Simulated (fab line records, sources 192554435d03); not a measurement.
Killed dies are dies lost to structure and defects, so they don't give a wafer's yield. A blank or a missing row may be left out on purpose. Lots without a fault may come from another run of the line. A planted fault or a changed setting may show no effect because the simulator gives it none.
fab line records | flow n5_finfet
record lots=24 wafers=72 last_day=19
route steps=1938 shown MOL_CONTACT_COAG@622 BEOL_M0_SAQP@651
lots that met no fault: from a run of the same line without faults
start_h: hours from the record's first day to the start of the lot's first wafer shown | wait_h: hours since the lot's step before | " the same as in the row above | L1.1+2: a row that stands for several wafers | - no value, or no start given | * or withheld: withheld | < > ~ a bound
route shown NAME@n: a module of which the file shows steps, and the number in the route of the first | usual: mean/standard deviation of fault-free wafers | same: alike in all rows | chamber/n: place in a boat | sites: the reading at each site | _std_site: their standard deviation | _edge_site: outer sites' mean less inner sites' | radius_mm: how far each site lies from the wafer's centre | mask NAME#n: copy n | behind: the tool/chamber that last shaped the wafer | hold: why the lot was held/for how many hours/how that ended | device: the transistor (n, p or np) that didn't switch | end of line: the same wafers' tests at the end of the route | a step without rows: its recipe alone | killed: dies lost to structure and defects at the first sort, not the wafer's yield | map: a wafer's dies, x killed, . not, _ none there
set.NAME: the setting as run; set.NAME@STEP: as run at that earlier step | model.NAME: the simulator's own value behind a step, which no gauge read
steps of the route over a sample of lots; a table a step, a row a wafer
services: from which hour (start_h, from the record's first day; less than 0 if before it) a tool's chamber was out of use, for how many hours, and why
## steps
# step N5_MOL_CONTACT_COAG_CD_MEAS_101
# recipe target_cd_nm=16
# usual cd_nm=16.03/0.26
# columns lot.wafer tool chamber start_h wait_h cd_nm
L074.1 cd_sem-02 - 105.78 0.0 15.63
L074.2 " - " " 15.58
L074.3 " - " " 15.72
L075.1 cd_sem-03 - 110.99 0.0 15.67
L075.4 " - " " 16.06
L075.5 " - " " 16.23
L076.1 cd_sem-03 - 116.79 0.0 15.72
L076.5 " - " " 16.06
L076.6 " - " " 15.74
L077.2 cd_sem-01 - 120.47 0.0 15.91
L077.3 " - " " 15.92
L077.6 " - " " 15.97
L078.2 cd_sem-02 - 125.50 0.0 15.71
L078.5 " - " " 15.91
L078.6 " - " " 15.99
L079.3 cd_sem-03 - 132.30 0.0 16.02
L079.4 " - " " 15.70
L079.6 " - " " 15.89
L080.1 cd_sem-03 - 136.06 0.0 16.22
L080.2 " - " " 16.37
L080.6 " - " " 15.69
L081.1 cd_sem-03 - 151.22 0.0 16.27
L081.3 " - " " 15.87
L081.6 " - " " 16.03
L082.1 cd_sem-02 - 151.42 0.0 16.37
L082.2 " - " " 16.28
L082.6 " - " " 16.07
L083.1 cd_sem-02 - 159.31 0.0 16.02
L083.3 " - " " 15.78
L083.5 " - " " 15.98
L084.1 cd_sem-02 - 162.81 0.0 15.82
L084.2 " - " " 16.55
L084.5 " - " " 16.32
L086.1 cd_sem-03 - 175.28 0.0 16.31
L086.4 " - " " 15.98
L086.5 " - " " 16.28
L085.1 cd_sem-02 - 176.13 0.0 15.99
L085.2 " - " " 15.94
L085.6 " - " " 15.89
L087.1 cd_sem-01 - 183.91 0.0 15.86
L087.5 " - " " 15.87
L087.6 " - " " 15.73
L088.1 cd_sem-01 - 185.22 0.0 15.81
L088.2 " - " " 15.71
L088.5 " - " " 16.19
L089.1 cd_sem-03 - 193.23 0.0 15.68
L089.2 " - " " 15.33
L089.5 " - " " 15.64
L090.1 cd_sem-02 - 196.01 0.0 16.05
L090.4 " - " " 16.49
L090.5 " - " " 16.80
L091.3 cd_sem-01 - 200.95 0.0 15.93
L091.4 " - " " 16.14
L091.5 " - " " 16.13
L092.1 cd_sem-02 - 207.10 0.0 16.24
L092.3 " - " " 16.16
L092.5 " - " " 15.76
L093.3 cd_sem-03 - 215.07 0.0 16.17
L093.5 " - " " 16.44
L093.6 " - " " 15.98
L094.1 cd_sem-03 - 220.45 0.0 16.23
L094.2 " - " " 15.75
L094.4 " - " " 15.78
L095.2 cd_sem-02 - 224.90 0.0 15.71
L095.5 " - " " 15.62
L095.6 " - " " 15.76
L096.1 cd_sem-03 - 229.35 0.0 15.93
L096.2 " - " " 16.08
L096.3 " - " " 16.29
L097.2 cd_sem-03 - 236.02 0.0 15.82
L097.4 " - " " 15.86
L097.6 " - " " 15.99
# step N5_BEOL_M0_SAQP_INSPECT_16
# recipe mode=adi inspect_instrument=brightfield
# usual raw_defect_count=533/130
# columns lot.wafer tool chamber start_h wait_h raw_defect_count
L074.1 defect_inspect-02 - 111.36 0.0 436
L074.2 " - " " 493
L074.3 " - " " 465
L075.1 defect_inspect-02 - 118.19 0.0 374
L075.4 " - " " 313
L075.5 " - " " 570
L076.1 defect_inspect-01 - 123.15 0.0 708
L076.5 " - " " 557
L076.6 " - " " 498
L077.2 defect_inspect-01 - 126.73 0.0 705
L077.3 " - " " 461
L077.6 " - " " 584
L078.2 defect_inspect-01 - 130.83 0.0 624
L078.5 " - " " 740
L078.6 " - " " 596
L079.3 defect_inspect-02 - 139.39 0.0 529
L079.4 " - " " 600
L079.6 " - " " 537
L080.1 defect_inspect-01 - 141.33 0.0 372
L080.2 " - " " 365
L080.6 " - " " 317
L081.1 defect_inspect-02 - 156.91 0.0 564
L081.3 " - " " 910
L081.6 " - " " 570
L082.1 defect_inspect-02 - 160.53 0.0 378
L082.2 " - " " 375
L082.6 " - " " 513
L083.1 defect_inspect-02 - 166.39 0.0 435
L083.3 " - " " 815
L083.5 " - " " 572
L084.1 defect_inspect-02 - 168.67 0.0 616
L084.2 " - " " 750
L084.5 " - " " 634
L086.1 defect_inspect-01 - 181.23 0.0 564
L086.4 " - " " 641
L086.5 " - " " 475
L085.1 defect_inspect-01 - 184.22 0.0 705
L085.2 " - " " 432
L085.6 " - " " 609
L087.1 defect_inspect-02 - 189.48 0.0 510
L087.5 " - " " 540
L087.6 " - " " 995
L088.1 defect_inspect-02 - 192.83 0.0 547
L088.2 " - " " 554
L088.5 " - " " 713
L089.1 defect_inspect-01 - 201.21 0.0 438
L089.2 " - " " 477
L089.5 " - " " 464
L090.1 defect_inspect-01 - 201.88 0.0 407
L090.4 " - " " 371
L090.5 " - " " 445
L091.3 defect_inspect-01 - 207.07 0.0 513
L091.4 " - " " 416
L091.5 " - " " 563
L092.1 defect_inspect-01 - 212.20 0.0 508
L092.3 " - " " 601
L092.5 " - " " 441
L093.3 defect_inspect-02 - 220.64 0.0 472
L093.5 " - " " 450
L093.6 " - " " 503
L094.1 defect_inspect-01 - 226.37 0.0 553
L094.2 " - " " 581
L094.4 " - " " 709
L095.2 defect_inspect-02 - 230.52 0.0 436
L095.5 " - " " 519
L095.6 " - " " 453
L096.1 defect_inspect-02 - 234.87 0.0 621
L096.2 " - " " 651
L096.3 " - " " 328
L097.2 defect_inspect-02 - 242.58 0.0 525
L097.4 " - " " 460
L097.6 " - " " 594
# step N5_BEOL_M0_SAQP_MANDREL_ETCH_20
# recipe target_depth_a=600 chemistry=HBr/Cl2 target=a-Si stop_on=SiNx bt_time_s=10 mask_material=SOC over_etch_frac=0.5 time_s=30 pressure_mtorr=10 icp_w=800 bias_w=75 HBr_flow_sccm=150 Cl2_flow_sccm=80 ends=end_point
# usual drypump_motor_current_A=5.5/0.55 oes_product_au=0.771/0.013 throttle_valve_pct=35.5/0.34
# columns lot.wafer tool chamber start_h wait_h drypump_motor_current_A oes_product_au rf_hours_counter_h throttle_valve_pct
L074.1 rie_si-01 1 112.56 0.0 5.7 0.757 110 35.3
L074.2 " 0 " " 5.2 0.759 1 36.0
L074.3 " 2 " " 5.0 0.749 101 35.6
L075.1 rie_si-03 2 118.50 0.0 6.2 0.792 127 35.8
L075.4 " 1 " " 5.8 0.759 29 35.0
L075.5 " 0 " " 5.0 0.749 - 35.2
L076.1 rie_si-03 2 123.47 0.0 6.2 0.789 127 35.8
L076.5 " 0 " " 5.0 0.769 - 35.2
L076.6 " 3 " " 5.8 0.771 - 35.5
L077.2 rie_si-01 3 127.04 0.0 4.8 0.770 173 35.9
L077.3 " 0 " " 5.2 0.771 1 36.0
L077.6 " 0 " " 5.2 0.775 - 36.0
L078.2 rie_si-03 2 131.14 0.0 6.2 0.798 127 35.8
L078.5 " 1 " " 5.8 0.759 - 34.9
L078.6 " 0 " " 5.0 0.764 - 35.2
L079.3 rie_si-04 0 139.70 0.0 6.3 0.765 1 35.0
L079.4 " 3 " " 5.1 0.758 1 35.3
L079.6 " 0 " " 6.3 0.767 - 35.0
L080.1 rie_si-01 0 141.64 0.0 5.2 0.771 1 36.0
L080.2 " 1 " " 5.7 0.749 111 35.3
L080.6 " 0 " " 5.2 0.783 - 36.0
L081.1 rie_si-03 1 157.22 0.0 5.7 0.750 30 35.0
L081.3 " 3 " " 5.9 0.767 158 35.6
L081.6 " 3 " " 5.9 0.775 - 35.6
L082.1 rie_si-01 3 160.83 0.0 4.8 0.762 174 35.9
L082.2 " 2 " " 5.0 0.756 102 35.6
L082.6 " 1 " " 5.7 0.753 - 35.3
L083.1 rie_si-01 1 166.70 0.0 5.7 0.753 111 35.3
L083.3 " 0 " " 5.2 0.772 2 36.0
L083.5 " 2 " " 5.0 0.760 - 35.6
L084.1 rie_si-01 1 169.02 0.0 5.7 0.759 111 35.3
L084.2 " 2 " " 5.1 0.760 102 35.6
L084.5 " 2 " " 5.1 0.765 - 35.6
L086.1 rie_si-04 0 181.54 0.0 6.3 0.761 2 35.0
L086.4 " 1 " " 6.6 0.804 9 35.7
L086.5 " 1 " " 6.5 0.793 - 35.7
L085.1 rie_si-03 2 184.97 0.0 6.2 0.793 128 35.8
L085.2 " 0 " " 5.1 0.767 45 35.2
L085.6 " 1 " " 5.8 0.751 - 35.0
L087.1 rie_si-01 3 189.79 0.0 4.8 0.767 175 35.9
L087.5 " 0 " " 5.2 0.768 - 36.0
L087.6 " 3 " " 4.8 0.775 - 35.9
L088.1 rie_si-03 2 193.14 0.0 6.2 0.794 129 35.8
L088.2 " 0 " " 5.0 0.763 45 35.2
L088.5 " 0 " " 5.0 0.772 - 35.2
L089.1 rie_si-01 0 201.52 0.0 5.2 0.771 2 36.0
L089.2 " 3 " " 4.8 0.764 175 35.9
L089.5 " 1 " " 5.6 0.764 - 35.3
L090.1 rie_si-04 3 202.19 0.0 5.0 0.760 2 35.3
L090.4 " 1 " " 6.5 0.797 9 35.7
L090.5 " 3 " " 5.0 0.772 - 35.2
L091.3 rie_si-03 2 207.37 0.0 6.2 0.794 129 35.8
L091.4 " 0 " " 5.0 0.767 46 35.2
L091.5 " 1 " " 5.8 0.778 - 34.9
L092.1 rie_si-04 3 212.51 0.0 5.1 0.765 2 35.3
L092.3 " 2 " " 5.1 0.775 152 35.3
L092.5 " 1 " " 6.6 0.794 - 35.7
L093.3 rie_si-04 2 220.98 0.0 5.1 0.780 152 35.3
L093.5 " 0 " " 6.3 0.764 - 35.0
L093.6 " 1 " " 6.6 0.786 - 35.7
L094.1 rie_si-01 1 226.68 0.0 5.6 0.753 112 35.3
L094.2 " 0 " " 5.2 0.766 3 36.0
L094.4 " 3 " " 4.8 0.771 175 35.9
L095.2 rie_si-03 1 231.14 0.0 5.8 0.749 32 35.0
L095.5 " 2 " " 6.2 0.791 - 35.8
L095.6 " 3 " " 5.9 0.781 - 35.5
L096.1 rie_si-01 1 235.26 0.0 5.7 0.759 112 35.3
L096.2 " 2 " " 5.0 0.774 103 35.6
L096.3 " 0 " " 5.2 0.751 3 36.0
L097.2 rie_si-01 1 243.17 0.0 5.7 0.768 112 35.3
L097.4 " 2 " " 5.0 0.774 103 35.6
L097.6 " 3 " " 4.8 0.781 - 35.9
# step N5_BEOL_M0_SAQP_STRIP_108
# recipe chemistry=N2/H2 power_w=500 temp_c=40 pressure_mtorr=50 rf_frequency_hz=6e+07 overash_fraction=0.3 bias_power_w=28 h2_frac=0.5 n2_flow_sccm=300 h2_flow_sccm=300
# usual drypump_motor_current_A=5.53/0.28 oes_product_au=0.77/0.067 power_w=500.0/1.5 rf_vpp_V=121.6/0.99 showerhead_plenum_p_Torr=3.33/0.12 throttle_valve_pct=19.0/0.36
# columns lot.wafer tool chamber start_h wait_h drypump_motor_current_A oes_product_au power_w rf_hours_counter_h rf_vpp_V showerhead_plenum_p_Torr throttle_valve_pct
L074.1 rie_diel-01 0 114.95 0.0 5.09 0.86 498.9 57 121.4 3.41 18.8
L074.2 " 3 " " 5.67 0.78 498.6 110 122.1 3.26 19.1
L074.3 " 1 " " 5.64 0.73 499.0 191 122.0 3.48 19.0
L075.1 rie_diel-06 2 120.89 0.0 5.97 0.80 499.0 91 122.6 3.54 19.3
L075.4 " 0 " " 5.47 0.92 497.1 35 123.2 3.42 18.5
L075.5 " 1 " " 5.98 0.96 500.3 - 122.1 3.43 19.0
L076.1 rie_diel-06 1 125.63 0.0 6.01 0.94 500.1 12 123.2 3.43 19.0
L076.5 " 3 " " 5.06 0.73 499.9 - 120.9 3.20 19.1
L076.6 " 0 " " 5.46 0.90 502.3 - 121.3 3.42 18.5
L077.2 rie_diel-06 0 129.46 0.0 5.48 0.90 503.1 38 123.8 3.42 18.5
L077.3 " 1 " " 5.97 0.94 499.5 13 120.1 3.43 19.0
L077.6 " 2 " " 5.98 0.80 500.6 - 121.5 3.54 19.3
L078.2 rie_diel-01 3 133.74 0.0 5.68 0.78 500.4 116 120.1 3.26 19.1
L078.5 " 3 " " 5.67 0.79 500.7 - 121.1 3.26 19.1
L078.6 " 0 " " 5.08 0.85 497.6 - 121.9 3.40 18.8
L079.3 rie_diel-01 3 141.79 0.0 5.65 0.78 499.5 118 120.5 3.26 19.1
L079.4 " 0 " " 5.06 0.84 499.3 64 121.9 3.40 18.8
L079.6 " 1 " " 5.62 0.72 503.0 - 121.4 3.48 19.0
L080.1 rie_diel-03 2 143.74 0.0 5.28 0.74 497.2 159 122.8 3.35 19.4
L080.2 " 0 " " 5.56 0.74 497.9 188 120.9 3.33 18.3
L080.6 " 2 " " 5.30 0.75 499.5 - 122.7 3.35 19.4
L081.1 rie_diel-06 3 160.65 0.0 5.08 0.73 501.6 208 120.4 3.20 19.2
L081.3 " 1 " " 5.97 0.94 499.9 23 122.9 3.43 19.0
L081.6 " 2 " " 6.00 0.80 502.9 - 122.4 3.53 19.3
L082.1 rie_diel-01 0 162.93 0.0 5.08 0.84 499.4 68 121.3 3.40 18.8
L082.2 " 3 " " 5.68 0.78 500.5 123 119.9 3.26 19.1
L082.6 " 2 " " 5.68 0.73 500.7 - 120.9 3.33 19.2
L083.1 rie_diel-01 1 168.79 0.0 5.64 0.72 500.3 206 123.6 3.47 19.0
L083.3 " 0 " " 5.07 0.85 500.4 70 121.9 3.40 18.9
L083.5 " 3 " " 5.67 0.77 499.4 - 121.1 3.25 19.1
L084.1 rie_diel-03 3 173.18 0.0 5.69 0.70 498.4 221 120.9 3.33 19.3
L084.2 " 0 " " 5.55 0.72 499.3 196 120.7 3.33 18.3
L084.5 " 0 " " 5.55 0.73 498.3 - 119.7 3.33 18.4
L086.1 rie_diel-03 1 183.66 0.0 5.22 0.78 500.6 133 122.0 3.10 18.4
L086.4 " 2 " " 5.31 0.74 498.9 168 120.2 3.35 19.4
L086.5 " 2 " " 5.27 0.74 500.7 - 119.5 3.35 19.4
L085.1 rie_diel-06 0 187.10 0.0 5.50 0.88 499.2 54 121.6 3.41 18.5
L085.2 " 1 " " 6.00 0.90 500.8 29 120.8 3.42 19.0
L085.6 " 3 " " 5.08 0.72 499.4 - 121.9 3.19 19.2
L087.1 rie_diel-03 1 193.22 0.0 5.23 0.79 500.3 136 122.2 3.10 18.4
L087.5 " 2 " " 5.31 0.74 503.9 - 120.9 3.35 19.4
L087.6 " 3 " " 5.73 0.70 503.3 - 122.8 3.32 19.3
L088.1 rie_diel-03 0 195.64 0.0 5.55 0.72 498.0 203 121.6 3.32 18.4
L088.2 " 3 " " 5.70 0.70 501.3 228 121.9 3.32 19.3
L088.5 " 1 " " 5.24 0.77 500.3 - 120.1 3.10 18.4
L089.1 rie_diel-01 0 203.81 0.0 5.08 0.83 500.7 79 123.0 3.39 18.9
L089.2 " 2 " " 5.70 0.72 501.5 217 122.3 3.33 19.2
L089.5 " 1 " " 5.61 0.71 503.0 - 124.1 3.47 19.1
L090.1 rie_diel-03 0 204.54 0.0 5.58 0.72 499.2 205 121.0 3.32 18.4
L090.4 " 1 " " 5.24 0.78 498.6 139 120.3 3.09 18.4
L090.5 " 2 " " 5.33 0.74 500.9 - 122.2 3.35 19.4
L091.3 rie_diel-03 0 209.61 0.0 5.59 0.72 499.3 207 121.5 3.32 18.4
L091.4 " 3 " " 5.70 0.70 500.5 232 121.6 3.32 19.3
L091.5 " 3 " " 5.70 0.70 498.9 - 122.8 3.32 19.3
L092.1 rie_diel-01 2 214.72 0.0 5.71 0.71 502.3 222 122.2 3.33 19.2
L092.3 " 3 " " 5.66 0.76 499.5 138 120.1 3.25 19.1
L092.5 " 3 " " 5.68 0.76 500.3 - 121.5 3.25 19.1
L093.3 rie_diel-01 0 223.17 0.0 5.07 0.82 502.3 83 122.4 3.39 18.9
L093.5 " 2 " " 5.70 0.72 498.3 - 121.1 3.32 19.2
L093.6 " 3 " " 5.68 0.76 499.0 - 121.1 3.24 19.1
L094.1 rie_diel-06 3 228.78 0.0 5.08 0.72 501.3 227 121.3 3.19 19.2
L094.2 " 1 " " 5.98 0.88 499.5 43 122.8 3.42 19.0
L094.4 " 0 " " 5.49 0.87 496.2 67 122.1 3.40 18.6
L095.2 rie_diel-03 2 233.57 0.0 5.31 0.73 500.7 182 121.5 3.34 19.4
L095.5 " 2 " " 5.31 0.73 499.7 - 122.4 3.34 19.4
L095.6 " 1 " " 5.22 0.77 498.3 - 120.3 3.09 18.4
L096.1 rie_diel-06 0 237.61 0.0 5.48 0.87 498.7 71 122.5 3.40 18.6
L096.2 " 1 " " 5.98 0.88 501.2 47 121.9 3.41 19.0
L096.3 " 2 " " 5.99 0.79 499.6 119 122.5 3.52 19.3
L097.2 rie_diel-03 0 245.65 0.0 5.58 0.71 498.1 220 121.2 3.31 18.4
L097.4 " 1 " " 5.22 0.76 500.4 - 120.2 3.09 18.4
L097.6 " 0 " " 5.57 0.71 499.1 - 120.9 3.31 18.4
# step N5_BEOL_M0_SAQP_RECESS_109
# recipe chemistry=HF/NH3 target=SiO2 target_depth_a=30 afs_cycles=1 temp_c=30 sublimation_temp_c=180 sublimation_time_s=60
# usual drypump_motor_current_A=5.75/0.21
# same afs_cycles=1
# columns lot.wafer tool chamber start_h wait_h drypump_motor_current_A
L074.1 vapor_etch-02 1 115.01 0.0 5.60
L074.2 " 0 " " 6.02
L074.3 " 1 " " 5.60
L075.1 vapor_etch-01 1 120.96 0.0 5.49
L075.4 " 1 " " 5.50
L075.5 " 0 " " 5.86
L076.1 vapor_etch-02 0 125.69 0.0 6.02
L076.5 " 1 " " 5.59
L076.6 " 0 " " 6.01
L077.2 vapor_etch-02 0 129.52 0.0 6.03
L077.3 " 1 " " 5.57
L077.6 " 1 " " 5.59
L078.2 vapor_etch-02 1 133.80 0.0 5.57
L078.5 " 1 " " 5.55
L078.6 " 0 " " 6.00
L079.3 vapor_etch-01 1 141.89 0.1 5.53
L079.4 " 0 " " 5.87
L079.6 " 1 " " 5.53
L080.1 vapor_etch-02 0 143.80 0.0 6.03
L080.2 " 1 " " 5.62
L080.6 " 0 " " 6.02
L081.1 vapor_etch-02 0 160.71 0.0 6.02
L081.3 " 0 " " 6.01
L081.6 " 1 " " 5.58
L082.1 vapor_etch-01 0 162.99 0.0 5.84
L082.2 " 1 " " 5.55
L082.6 " 1 " " 5.51
L083.1 vapor_etch-01 1 168.85 0.0 5.54
L083.3 " 0 " " 5.86
L083.5 " 1 " " 5.55
L084.1 vapor_etch-01 1 173.24 0.0 5.53
L084.2 " 0 " " 5.88
L084.5 " 1 " " 5.53
L086.1 vapor_etch-01 1 183.72 0.0 5.52
L086.4 " 1 " " 5.53
L086.5 " 1 " " 5.55
L085.1 vapor_etch-01 1 188.56 1.4 5.53
L085.2 " 0 " " 5.84
L085.6 " 0 " " 5.85
L087.1 vapor_etch-02 0 193.28 0.0 6.02
L087.5 " 0 " " 6.01
L087.6 " 1 " " 5.56
L088.1 vapor_etch-02 1 195.70 0.0 5.58
L088.2 " 0 " " 6.03
L088.5 " 1 " " 5.56
L089.1 vapor_etch-02 1 203.87 0.0 5.55
L089.2 " 0 " " 6.00
L089.5 " 1 " " 5.54
L090.1 vapor_etch-02 0 204.60 0.0 6.03
L090.4 " 1 " " 5.58
L090.5 " 0 " " 6.05
L091.3 vapor_etch-02 1 209.77 0.1 5.57
L091.4 " 0 " " 6.03
L091.5 " 1 " " 5.55
L092.1 vapor_etch-02 0 214.78 0.0 6.02
L092.3 " 1 " " 5.56
L092.5 " 1 " " 5.56
L093.3 vapor_etch-01 1 223.27 0.1 5.53
L093.5 " 0 " " 5.88
L093.6 " 1 " " 5.51
L094.1 vapor_etch-02 0 228.84 0.0 6.02
L094.2 " 1 " " 5.60
L094.4 " 1 " " 5.57
L095.2 vapor_etch-01 0 233.63 0.0 5.86
L095.5 " 0 " " 5.86
L095.6 " 1 " " 5.54
L096.1 vapor_etch-01 0 237.67 0.0 5.89
L096.2 " 1 " " 5.52
L096.3 " 0 " " 5.87
L097.2 vapor_etch-02 1 245.73 0.1 5.59
L097.4 " 1 " " 5.57
L097.6 " 1 " " 5.56
# step N5_BEOL_M0_SAQP_SPACER2_ETCHBACK_27
# recipe chemistry=CHF3/O2 mode=anisotropic_etchback target=SiO2 target_depth_a=225 time_s=11.25 pressure_mtorr=30 source_w=650 bias_w=170 Ar_flow_sccm=200 CHF3_flow_sccm=50 O2_flow_sccm=5 ion_energy_ev=200
# usual drypump_motor_current_A=5.49/0.26 oes_product_au=0.76/0.055 rf_vpp_V=523/6.1 showerhead_plenum_p_Torr=2.37/0.08 throttle_valve_pct=18.90/0.28
# columns lot.wafer tool chamber start_h wait_h drypump_motor_current_A oes_product_au rf_hours_counter_h rf_vpp_V showerhead_plenum_p_Torr throttle_valve_pct
L074.1 rie_diel-03 3 115.71 0.3 5.69 0.71 202 525 2.38 19.10
L074.2 " 2 " " 5.32 0.76 148 530 2.42 19.38
L074.3 " 1 " " 5.23 0.79 114 520 2.25 18.66
L075.1 rie_diel-03 0 121.90 0.3 5.55 0.74 185 512 2.40 18.75
L075.4 " 1 " " 5.21 0.80 115 520 2.25 18.67
L075.5 " 2 " " 5.32 0.75 - 530 2.42 19.39
L076.1 rie_diel-06 3 126.38 0.3 5.08 0.73 198 525 2.29 18.87
L076.5 " 0 " " 5.45 0.90 - 530 2.45 18.54
L076.6 " 3 " " 5.07 0.72 - 525 2.29 18.88
L077.2 rie_diel-03 3 130.21 0.3 5.70 0.70 208 526 2.38 19.10
L077.3 " 2 " " 5.31 0.74 154 530 2.42 19.39
L077.6 " 3 " " 5.71 0.71 - 525 2.38 19.11
L078.2 rie_diel-03 3 134.49 0.3 5.71 0.70 210 526 2.38 19.12
L078.5 " 3 " " 5.69 0.71 - 526 2.38 19.11
L078.6 " 2 " " 5.30 0.75 - 529 2.42 19.40
L079.3 rie_diel-03 0 142.54 0.3 5.58 0.73 187 512 2.40 18.76
L079.4 " 3 " " 5.69 0.70 213 525 2.38 19.12
L079.6 " 0 " " 5.54 0.73 - 511 2.40 18.75
L080.1 rie_diel-01 1 145.54 0.3 5.57 0.73 200 525 2.48 18.92
L080.2 " 3 " " 5.66 0.78 119 521 2.34 18.63
L080.6 " 2 " " 5.67 0.72 - 530 2.39 19.05
L081.1 rie_diel-03 3 161.42 0.3 5.70 0.70 219 525 2.38 19.12
L081.3 " 1 " " 5.21 0.79 130 520 2.24 18.70
L081.6 " 0 " " 5.56 0.73 - 512 2.40 18.78
L082.1 rie_diel-06 3 163.68 0.3 5.06 0.73 209 524 2.29 18.89
L082.2 " 2 " " 5.96 0.80 101 529 2.52 18.56
L082.6 " 3 " " 5.07 0.73 - 525 2.29 18.90
L083.1 rie_diel-03 0 169.55 0.3 5.55 0.73 195 513 2.39 18.78
L083.3 " 1 " " 5.21 0.77 132 518 2.24 18.68
L083.5 " 1 " " 5.22 0.78 - 519 2.24 18.70
L084.1 rie_diel-03 1 174.02 0.4 5.20 0.78 132 519 2.24 18.70
L084.2 " 0 " " 5.56 0.73 196 512 2.39 18.77
L084.5 " 2 " " 5.30 0.75 - 531 2.41 19.41
L086.1 rie_diel-03 1 184.65 0.4 5.22 0.79 134 519 2.24 18.68
L086.4 " 3 " " 5.70 0.70 225 524 2.37 19.14
L086.5 " 3 " " 5.70 0.70 - 525 2.37 19.14
L085.1 rie_diel-06 3 189.43 0.3 5.08 0.72 215 524 2.28 18.90
L085.2 " 1 " " 5.96 0.90 30 524 2.46 18.62
L085.6 " 2 " " 5.94 0.79 - 530 2.52 18.58
L087.1 rie_diel-03 3 193.97 0.3 5.68 0.69 227 524 2.37 19.14
L087.5 " 2 " " 5.28 0.74 - 530 2.41 19.42
L087.6 " 1 " " 5.22 0.78 - 520 2.24 18.71
L088.1 rie_diel-01 1 196.39 0.3 5.59 0.71 214 526 2.48 18.94
L088.2 " 2 " " 5.68 0.71 215 530 2.39 19.07
L088.5 " 3 " " 5.66 0.77 - 521 2.34 18.63
L089.1 rie_diel-01 3 204.56 0.3 5.69 0.77 133 522 2.33 18.64
L089.2 " 0 " " 5.08 0.81 80 529 2.44 19.07
L089.5 " 1 " " 5.58 0.72 - 525 2.47 18.96
L090.1 rie_diel-03 2 205.34 0.3 5.29 0.74 173 529 2.41 19.44
L090.4 " 3 " " 5.68 0.70 230 527 2.37 19.14
L090.5 " 1 " " 5.21 0.77 - 521 2.24 18.69
L091.3 rie_diel-03 0 210.58 0.3 5.54 0.72 208 512 2.39 18.81
L091.4 " 1 " " 5.21 0.77 141 519 2.24 18.70
L091.5 " 0 " " 5.53 0.72 - 512 2.39 18.81
L092.1 rie_diel-03 3 215.90 0.3 5.70 0.69 234 525 2.37 19.15
L092.3 " 0 " " 5.55 0.72 209 512 2.39 18.80
L092.5 " 0 " " 5.57 0.72 - 514 2.39 18.81
L093.3 rie_diel-01 2 223.93 0.3 5.68 0.71 226 531 2.38 19.11
L093.5 " 1 " " 5.60 0.71 - 525 2.47 18.98
L093.6 " 2 " " 5.67 0.71 - 530 2.38 19.10
L094.1 rie_diel-03 2 229.79 0.5 5.27 0.73 181 529 2.41 19.47
L094.2 " 0 " " 5.56 0.71 214 512 2.39 18.81
L094.4 " 1 " " 5.22 0.77 147 520 2.23 18.70
L095.2 rie_diel-06 2 234.36 0.3 5.98 0.78 118 530 2.51 18.57
L095.5 " 1 " " 5.95 0.87 - 525 2.45 18.64
L095.6 " 2 " " 5.96 0.78 - 530 2.51 18.59
L096.1 rie_diel-06 3 238.37 0.3 5.06 0.71 230 525 2.28 18.92
L096.2 " 2 " " 5.95 0.78 119 530 2.51 18.59
L096.3 " 0 " " 5.45 0.85 71 530 2.44 18.60
L097.2 rie_diel-03 1 246.42 0.3 5.23 0.76 155 520 2.23 18.72
L097.4 " 1 " " 5.23 0.76 - 520 2.23 18.72
L097.6 " 0 " " 5.56 0.71 - 511 2.39 18.82
## services
# columns tool chamber start_h hours kind
rie_diel-03 3 91.98 1.4 repair
rie_diel-03 - 110.52 4.3 pm
rie_diel-03 0 122.22 3.0 repair
rie_diel-03 0 125.87 9.6 repair
rie_si-04 2 129.46 6.7 repair
rie_diel-01 0 135.30 1.6 repair
rie_diel-06 2 146.56 6.0 repair
rie_diel-03 2 152.31 9.3 repair
rie_si-03 3 157.76 38.0 repair
rie_si-03 - 172.14 0.6 repair
rie_diel-03 1 174.66 6.3 repair
vapor_etch-02 - 176.33 14.6 pm
rie_si-03 1 195.80 5.4 repair
rie_diel-01 0 210.39 10.2 repair
rie_si-01 - 217.06 0.4 repair
vapor_etch-01 0 223.46 3.8 repair
rie_diel-03 2 241.27 5.7 repair
rie_diel-03 3 244.60 9.1 repair
## key
fault none
